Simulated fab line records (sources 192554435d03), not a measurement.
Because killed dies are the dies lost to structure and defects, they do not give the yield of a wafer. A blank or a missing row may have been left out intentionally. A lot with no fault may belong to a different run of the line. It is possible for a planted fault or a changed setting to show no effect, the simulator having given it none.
The tool behind it: which one?	flow n5Finfet	24 lots, 72 wafers sampled, at 5 steps of a route of 1938

== WHAT EACH GAUGE READ, for each wafer ==
N5_SD_EPI_N_EPI_MEAS_23. Usual: 59.2 nm for thkNm, sd 1.2.
lot	measured	on	thkNm (nm)	flag
L074	day 3 11:02	filmMetro-01	60.1 57.7 58.7	
L075	day 3 13:07	filmMetro-01	58.2 58.5 58.0	
L076	day 3 19:11	filmMetro-01	60.3 59.5 59.6	
L078	day 4 06:21	filmMetro-02	59.5 58.8 59.0	
L077	day 4 06:29	filmMetro-01	59.8 60.6 58.1	
L079	day 4 16:22	filmMetro-01	59.8 61.3 61.7	
L080	day 4 19:58	filmMetro-01	59.0 57.5 57.6	
L081	day 5 02:07	filmMetro-01	57.6 59.9 59.7	
L082	day 5 06:49	filmMetro-01	58.7 57.5 60.3	
L083	day 5 14:17	filmMetro-02	60.6 58.6 59.5	
L084	day 5 20:01	filmMetro-02	59.3 56.8 57.9	
L085	day 6 00:32	filmMetro-01	60.6 60.4 58.5	
L086	day 6 05:37	filmMetro-02	60.4 58.3 57.7	
L087	day 6 09:09	filmMetro-02	57.5 59.6 61.4	
L088	day 6 17:25	filmMetro-02	59.7 59.6 60.8	
L089	day 7 01:51	filmMetro-01	57.7 58.9 60.0	
L090	day 7 04:25	filmMetro-01	61.6 60.4 57.4	
L091	day 7 12:47	filmMetro-01	57.8 60.6 58.3	
L092	day 7 16:39	filmMetro-01	58.5 58.3 58.2	
L093	day 8 01:44	filmMetro-01	59.6 59.0 60.9	
L094	day 8 06:40	filmMetro-01	59.2 58.1 60.3	
L095	day 8 11:31	filmMetro-01	57.8 59.3 59.5	
L096	day 8 17:41	filmMetro-02	57.6 61.3 59.6	
L097	day 9 01:40	filmMetro-02	58.7 59.9 58.5	

N5_HKMG_FIN_OVL_MEAS_50. Usual: NDIPOLE_OVL 0.2 nm, standard deviation 0.7.
lot	measured	on	NDIPOLE_OVL (nm)	flag
L074	day 4 05:55	overlay-02	-0.8 1.2 0.2	
L075	day 4 11:24	overlay-01	-1.1 -0.4 -0.3	
L076	day 4 13:18	overlay-02	0.6 0.5 1.1	
L078	day 5 02:02	overlay-02	1.1 0.7 -0.8	
L077	day 5 04:22	overlay-01	0.0 0.2 -0.4	
L079	day 5 13:35	overlay-01	0.6 -0.2 -0.9	
L080	day 5 14:39	overlay-01	-0.2 0.6 -0.3	
L081	day 5 20:13	overlay-02	1.1 1.3 1.2	
L082	day 6 01:12	overlay-01	-0.1 -0.6 -0.7	
L083	day 6 08:58	overlay-02	-0.8 0.5 -1.1	
L084	day 6 14:55	overlay-01	0.1 1.4 0.2	
L085	day 6 21:28	overlay-01	0.9 0.9 2.0	
L086	day 7 00:02	overlay-02	0.3 1.1 0.3	
L087	day 7 03:17	overlay-01	-1.1 -0.2 0.5	
L088	day 7 12:16	overlay-01	0.1 0.0 -0.3	
L089	day 7 19:52	overlay-02	0.6 0.0 -0.5	
L090	day 7 23:20	overlay-02	0.5 0.2 -0.5	
L091	day 8 08:09	overlay-02	1.7 -0.7 0.8	
L092	day 8 13:46	overlay-01	-0.6 0.7 -0.3	
L093	day 8 22:22	overlay-01	1.0 -0.3 -0.1	
L094	day 9 01:10	overlay-01	0.8 0.1 -0.3	
L095	day 9 08:08	overlay-01	-0.3 0.9 1.3	
L096	day 9 14:16	overlay-02	0.9 0.5 0.7	
L097	day 9 19:49	overlay-02	0.1 -1.2 -0.6	

== WHAT TOOL EACH LOT RAN ON (gives the tool, then ch and the chambers of the sampled wafers, and finally the start) ==
lot	N5_SD_EPI_P_DESCUM_14	N5_ILD0_CMP_07	N5_HKMG_FIN_HK_ANNEAL_02
L074	rieDiel-05 ch 2,3, day 3 12:05	cmp-03 ch 0,1, day 3 20:22	rtpAnneal-02 ch 0, day 4 05:08
L075	rieDiel-05 ch 0,2,3, day 3 14:09	cmp-02 ch 0,2,3, day 4 01:37	rtpAnneal-02 ch 0, day 4 10:31
L076	rieDiel-02 ch 0,3, day 3 20:14	cmp-04 ch 1,3, day 4 03:32	rtpAnneal-02 ch 0, day 4 12:29
L078	rieDiel-04 ch 0,2, day 4 07:16	cmp-02 ch 1,2,3, day 4 15:34	rtpAnneal-01 ch 0, day 5 01:15
L077	rieDiel-02 ch 0,3, day 4 07:38	cmp-04 ch 1,2, day 4 17:05	rtpAnneal-01 ch 0, day 5 03:35
L079	rieDiel-05 ch 0,1, day 4 17:41	cmp-02 ch 1,2, day 5 03:55	rtpAnneal-02 ch 0, day 5 12:57
L080	rieDiel-05 ch 0,1,3, day 4 21:30	cmp-03 ch 1,2,3, day 5 05:16	rtpAnneal-01 ch 0, day 5 13:50
L081	rieDiel-02 ch 0,3, day 5 03:05	cmp-04 ch 0,1,3, day 5 10:20	rtpAnneal-01 ch 0, day 5 19:32
L082	rieDiel-02 ch 0,3, day 5 08:22	cmp-02 ch 1,2, day 5 15:34	rtpAnneal-01 ch 0, day 6 00:26
L083	rieDiel-04 ch 2,3, day 5 16:05	cmp-04 ch 1,2,3, day 5 23:30	rtpAnneal-01 ch 0, day 6 08:18
L084	rieDiel-02 ch 0,3, day 5 21:04	cmp-03 ch 0,1,2, day 6 04:43	rtpAnneal-02 ch 0, day 6 14:08
L085	rieDiel-02 ch 0,1,3, day 6 02:01	cmp-02 ch 0,1,2, day 6 11:14	rtpAnneal-01 ch 0, day 6 20:41
L086	rieDiel-05 ch 1,2,3, day 6 06:32	cmp-02 ch 0,1,3, day 6 14:19	rtpAnneal-02 ch 0, day 6 23:21
L087	rieDiel-02 ch 1,2, day 6 10:12	cmp-02 ch 0,2,3, day 6 17:41	rtpAnneal-01 ch 0, day 7 02:40
L088	rieDiel-05 ch 0,1,2, day 6 18:28	cmp-04 ch 1,2,3, day 7 02:18	rtpAnneal-02 ch 0, day 7 11:29
L089	rieDiel-05 ch 0,1,3, day 7 02:58	cmp-03 ch 0,1,3, day 7 10:17	rtpAnneal-01 ch 0, day 7 19:05
L090	rieDiel-02 ch 0,3, day 7 05:23	cmp-02 ch 0,1, day 7 13:39	rtpAnneal-02 ch 0, day 7 22:32
L091	rieDiel-05 ch 0,1,2, day 7 14:02	cmp-02 ch 0,1,3, day 7 21:18	rtpAnneal-01 ch 0, day 8 07:10
L092	rieDiel-02 ch 0,1,3, day 7 18:19	cmp-04 ch 0,1,2, day 8 03:44	rtpAnneal-01 ch 0, day 8 12:59
L093	rieDiel-04 ch 0,2,3, day 8 02:47	cmp-02 ch 0,3, day 8 12:50	rtpAnneal-02 ch 0, day 8 21:34
L094	rieDiel-05 ch 0,1,3, day 8 08:01	cmp-02 ch 0,1,2, day 8 15:21	rtpAnneal-02 ch 0, day 9 00:22
L095	rieDiel-02 ch 0,1,3, day 8 12:26	cmp-04 ch 0,1,3, day 8 22:01	rtpAnneal-01 ch 0, day 9 07:25
L096	rieDiel-05 ch 0,1, day 8 19:32	cmp-04 ch 0,3, day 9 04:08	rtpAnneal-01 ch 0, day 9 13:36
L097	rieDiel-05 ch 0,1,3, day 9 02:41	cmp-03 ch 0,2,3, day 9 10:03	rtpAnneal-02 ch 0, day 9 19:03
- N5_SD_EPI_P_DESCUM_14: chemistry O2, time 7.9 s.
- N5_ILD0_CMP_07: polishes SiO2 flowable, stops on poly-Si, t overpolish 1.18 s, target thk 138.88 nm.
- N5_HKMG_FIN_HK_ANNEAL_02: time 30 s.

== AS READ BY THE TOOLS THEMSELVES (means over the sampled wafers that have a number; for cases with no such wafer, the mark the record gives instead) ==
N5_SD_EPI_P_DESCUM_14. Usual: drypumpMotorCurrentA 5.7 A, standard deviation 0.54; oesProductAu 0.73 a.u., standard deviation 0.039; rfVppV 243.0 V, standard deviation 1.1; showerheadPlenumPTorr 2.07 Torr, standard deviation 0.046; tempC 39.99 C, standard deviation 0.11; throttleValvePct 20.57 %, standard deviation 0.22.
lot	tool	drypumpMotorCurrentA (A)	oesProductAu (a.u.)	rfVppV (V)	showerheadPlenumPTorr (Torr)	tempC (C)	throttleValvePct (%)	flag
L074	rieDiel-05	5.6	0.74	243.5	2.08	40.04	20.70	
L075	rieDiel-05	5.5	0.73	242.9	2.08	40.05	20.58	
L076	rieDiel-02	5.6	0.74	243.6	2.09	39.99	20.72	
L078	rieDiel-04	5.9	0.76	243.5	2.13	40.00	20.52	
L077	rieDiel-02	5.6	0.74	243.3	2.09	39.90	20.73	
L079	rieDiel-05	5.8	0.72	243.4	2.08	40.00	20.54	
L080	rieDiel-05	5.9	0.73	243.5	2.08	39.95	20.67	
L081	rieDiel-02	5.6	0.73	243.3	2.08	39.97	20.73	
L082	rieDiel-02	5.2	0.74	244.1	2.08	39.92	20.68	
L083	rieDiel-04	5.6	0.76	243.8	2.12	40.05	20.59	
L084	rieDiel-02	5.6	0.73	243.3	2.08	39.92	20.74	
L085	rieDiel-02	5.6	0.73	241.9	2.04	40.07	20.58	
L086	rieDiel-05	5.9	0.71	243.1	2.07	40.07	20.62	
L087	rieDiel-02	5.8	0.72	242.2	2.01	39.97	20.29	
L088	rieDiel-05	5.9	0.71	242.7	2.07	39.99	20.50	
L089	rieDiel-05	5.9	0.71	242.5	2.07	39.98	20.69	
L090	rieDiel-02	5.6	0.73	242.9	2.08	40.02	20.75	
L091	rieDiel-05	5.9	0.70	243.2	2.07	39.94	20.53	
L092	rieDiel-02	5.5	0.81	244.1	2.13	39.92	20.49	
L093	rieDiel-04	5.7	0.73	243.0	2.08	39.97	20.62	
L094	rieDiel-05	5.9	0.71	243.7	2.07	39.97	20.72	
L095	rieDiel-02	5.6	0.80	243.7	2.13	40.06	20.49	
L096	rieDiel-05	5.8	0.70	243.1	2.07	39.93	20.59	
L097	rieDiel-05	5.9	0.70	242.7	2.07	40.00	20.70	

N5_ILD0_CMP_07. Usual: motorCurrentA 12.2 A, standard deviation 1.8; padLifeWafers 1196, standard deviation 550.
lot	tool	motorCurrentA (A)	padLifeWafers	flag
L074	cmp-03	12.4	1592	
L075	cmp-02	12.2	590	
L076	cmp-04	11.1	1076	
L078	cmp-02	13.3	716	
L077	cmp-04	11.0	1188	
L079	cmp-02	14.5	822	
L080	cmp-03	12.9	1880	
L081	cmp-04	11.9	1328	
L082	cmp-02	14.3	906	
L083	cmp-04	10.9	1430	
L084	cmp-03	11.0	2072	
L085	cmp-02	12.6	1064	
L086	cmp-02	12.4	1111	
L087	cmp-02	11.9	1143	
L088	cmp-04	10.6	1694	
L089	cmp-03	13.0	116	
L090	cmp-02	13.0	1302	
L091	cmp-02	11.9	1358	
L092	cmp-04	11.4	1892	
L093	cmp-02	11.1	1472	
L094	cmp-02	13.2	1497	
L095	cmp-04	11.8	2043	
L096	cmp-04	11.5	0	
L097	cmp-03	11.4	410	

N5_HKMG_FIN_HK_ANNEAL_02. Usual: lampPowerPct 8.81 %, standard deviation 0.049; wafer_temp_C_max 702.9, standard deviation 0.62.
lot	tool	lampPowerPct (%)	wafer_temp_C_max	flag
L074	rtpAnneal-02	8.84	702.6	
L075	rtpAnneal-02	8.80	702.7	
L076	rtpAnneal-02	8.84	703.1	
L078	rtpAnneal-01	8.76	702.9	
L077	rtpAnneal-01	8.83	703.6	
L079	rtpAnneal-02	8.76	703.2	
L080	rtpAnneal-01	8.85	702.8	
L081	rtpAnneal-01	8.76	702.5	
L082	rtpAnneal-01	8.81	703.7	
L083	rtpAnneal-01	8.85	703.5	
L084	rtpAnneal-02	8.82	702.9	
L085	rtpAnneal-01	8.84	702.8	
L086	rtpAnneal-02	8.78	702.9	
L087	rtpAnneal-01	8.78	702.6	
L088	rtpAnneal-02	8.84	703.2	
L089	rtpAnneal-01	8.83	702.3	
L090	rtpAnneal-02	8.80	702.3	
L091	rtpAnneal-01	8.84	702.6	
L092	rtpAnneal-01	8.80	702.9	
L093	rtpAnneal-02	8.78	702.8	
L094	rtpAnneal-02	8.75	703.0	
L095	rtpAnneal-01	8.82	703.5	
L096	rtpAnneal-01	8.74	703.6	
L097	rtpAnneal-02	8.81	702.9	

== THE ANSWER, worked out from the rows above alone ==
Rule: take the mean of a lot's wafers that have a number; if it is more than 3 standard deviations from the usual mean, the lot is off. A lot without any number at a reading at which 4 lots or more have one is off too. Where the step has rows for the other lots, those lots are counted as sound. After the gauges, taken in route order, come the tools' own readings; for these a lot's mean is taken, as printed above. The first step at which some lot is off is used, and at that step the reading that is off furthest; a lot without a number counts as furthest.
No lot is off at any reading shown: from this, nothing can be told.

== WHAT THE SIMULATOR HAD INSERTED ==
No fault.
